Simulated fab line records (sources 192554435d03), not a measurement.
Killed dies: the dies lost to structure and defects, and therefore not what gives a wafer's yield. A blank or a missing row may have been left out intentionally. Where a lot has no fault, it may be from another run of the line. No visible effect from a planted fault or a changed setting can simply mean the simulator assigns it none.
Chamber matching	flow n5Finfet	pecvd-01 running N5_MIM_TOP_ETCH_PECVD_03: 3 sister chambers
The step deposits SiNx from SiH4/NH3/N2, target thk 20 nm, time 17.6 s. 6 wafers are shown with their chamber, then 10 later ones without.

EACH WAFER AND ITS CHAMBER
wafer	chamber	showerheadVppV (V)	showerheadPlenumPTorr (Torr)
L082.4	0	1162	5.04
L087.1	2	1052	5.10
L087.2	0	1156	5.05
L087.3	1	1009	5.17
L090.3	1	1018	5.15
L090.5	2	1073	5.09

WAFERS MISSING THEIR CHAMBER
wafer	showerheadVppV (V)	showerheadPlenumPTorr (Torr)
L090.6	1165	5.05
L092.2	1014	5.16
L092.4	1165	5.06
L092.6	1027	5.15
L094.4	1164	5.05
L094.5	1007	5.16
L094.6	1078	5.09
L096.1	1083	5.10
L096.2	1152	5.05
L096.5	1086	5.09

THE CHAMBER EACH PASSED THROUGH
wafer	from the rows above	in truth
L090.6	0	0
L092.2	1	1
L092.4	0	0
L092.6	1	1
L094.4	0	0
L094.5	1	1
L094.6	2	2
L096.1	2	2
L096.2	0	0
L096.5	2	2
Placed correctly: 10 of 10. Number that these rows cannot place: 0. Number placed wrongly: 0.
How it was worked out, from the rows above alone: a wafer's distance from a chamber is the root of the sum, over the readings, of the square of ((its reading less the chamber's mean) divided by the reading's scatter). The wafer belongs to the nearest chamber; if the next one is less than 2 further off, it can't be placed. Each chamber's mean is taken over the wafers shown for it. The scatter is the square root of a quotient: the sum, over the shown wafers, of each reading's squared deviation from its chamber's mean, divided by wafers minus chambers.
